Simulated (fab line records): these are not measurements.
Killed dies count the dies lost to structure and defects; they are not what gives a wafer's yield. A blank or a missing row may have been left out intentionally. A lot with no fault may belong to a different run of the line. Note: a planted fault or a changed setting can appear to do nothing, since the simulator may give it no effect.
Matching of chambers / flow n5Finfet / 4 sister chambers for N5_STI_FIN_REVEAL_CMP_04 on cmp-02
The step polishes, stops on Si3N4, t overpolish 4 s, target thk 131.83 nm. 16 wafers are shown with their chamber, then 8 later ones without.

== WAFERS, EACH WITH ITS CHAMBER ==
wafer=L076.1; chamber=0; motorCurrentA (A)=7.3; timeToEndpointS (s)=108; overpolishRunS (s)=3.989
wafer=L076.3; chamber=1; motorCurrentA (A)=9.2; timeToEndpointS (s)=99; overpolishRunS (s)=3.988
wafer=L076.4; chamber=2; motorCurrentA (A)=9.0; timeToEndpointS (s)=106; overpolishRunS (s)=4.004
wafer=L078.1; chamber=0; motorCurrentA (A)=7.0; timeToEndpointS (s)=106; overpolishRunS (s)=3.991
wafer=L078.2; chamber=1; motorCurrentA (A)=9.2; timeToEndpointS (s)=98; overpolishRunS (s)=3.999
wafer=L078.5; chamber=2; motorCurrentA (A)=8.8; timeToEndpointS (s)=103; overpolishRunS (s)=4.006
wafer=L079.1; chamber=1; motorCurrentA (A)=9.3; timeToEndpointS (s)=96; overpolishRunS (s)=3.991
wafer=L079.5; chamber=0; motorCurrentA (A)=7.3; timeToEndpointS (s)=104; overpolishRunS (s)=4.006
wafer=L079.6; chamber=1; motorCurrentA (A)=9.2; timeToEndpointS (s)=100; overpolishRunS (s)=3.990
wafer=L082.1; chamber=0; motorCurrentA (A)=7.0; timeToEndpointS (s)=103; overpolishRunS (s)=4.006
wafer=L082.3; chamber=3; motorCurrentA (A)=7.2; timeToEndpointS (s)=102; overpolishRunS (s)=4.000
wafer=L082.4; chamber=2; motorCurrentA (A)=7.9; timeToEndpointS (s)=104; overpolishRunS (s)=4.006
wafer=L083.4; chamber=1; motorCurrentA (A)=9.5; timeToEndpointS (s)=103; overpolishRunS (s)=4.014
wafer=L083.5; chamber=1; motorCurrentA (A)=8.8; timeToEndpointS (s)=99; overpolishRunS (s)=4.001
wafer=L083.6; chamber=2; motorCurrentA (A)=8.7; timeToEndpointS (s)=106; overpolishRunS (s)=4.006
wafer=L089.3; chamber=3; motorCurrentA (A)=7.2; timeToEndpointS (s)=109; overpolishRunS (s)=3.997

SIGNATURES, as means of the wafers listed above
reading=motorCurrentA; chamber 0=7.150; chamber 1=9.200; chamber 2=8.600; chamber 3=7.200; scatter within a chamber=0.296
reading=timeToEndpointS; chamber 0=105.25; chamber 1=99.17; chamber 2=104.75; chamber 3=105.50; scatter within a chamber=2.46
reading=overpolishRunS; chamber 0=3.99800; chamber 1=3.99717; chamber 2=4.00550; chamber 3=3.99850; scatter within a chamber=0.00785
Rule: for a wafer and a chamber, the distance is found by dividing, reading by reading, the gap between the wafer's reading and the chamber's mean by the reading's scatter, squaring, summing and taking the root. The wafer belongs to the nearest chamber; if the next one is less than 2 further off, it can't be placed. The scatter: take each reading less its chamber's mean, square it, sum over the shown wafers, divide by the number of wafers less the number of chambers, and take the root.

== WAFERS WITHOUT THEIR CHAMBER ==
wafer=L089.4; motorCurrentA (A)=9.3; timeToEndpointS (s)=105; overpolishRunS (s)=4.002
wafer=L089.5; motorCurrentA (A)=7.5; timeToEndpointS (s)=109; overpolishRunS (s)=4.002
wafer=L092.2; motorCurrentA (A)=8.9; timeToEndpointS (s)=106; overpolishRunS (s)=4.003
wafer=L092.3; motorCurrentA (A)=9.6; timeToEndpointS (s)=99; overpolishRunS (s)=4.008
wafer=L092.4; motorCurrentA (A)=7.1; timeToEndpointS (s)=112; overpolishRunS (s)=4.002
wafer=L094.2; motorCurrentA (A)=7.3; timeToEndpointS (s)=112; overpolishRunS (s)=4.014
wafer=L094.3; motorCurrentA (A)=9.4; timeToEndpointS (s)=103; overpolishRunS (s)=4.021
wafer=L094.5; motorCurrentA (A)=8.8; timeToEndpointS (s)=104; overpolishRunS (s)=4.002

== CHAMBER TAKEN BY EACH ==
wafer=L089.4; from the rows above=can't be placed: 2 or 1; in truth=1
wafer=L089.5; from the rows above=can't be placed: 3 or 0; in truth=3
wafer=L092.2; from the rows above=can't be placed: 2 or 1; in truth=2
wafer=L092.3; from the rows above=1; in truth=1
wafer=L092.4; from the rows above=can't be placed: 3 or 0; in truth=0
wafer=L094.2; from the rows above=can't be placed: 3 or 0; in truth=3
wafer=L094.3; from the rows above=can't be placed: 2 or 1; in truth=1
wafer=L094.5; from the rows above=can't be placed: 2 or 1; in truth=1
Placed correctly: 1 of 8. Can't be placed from these rows: 7 (the true chamber is among the candidates in 7). Wrongly placed: 0.
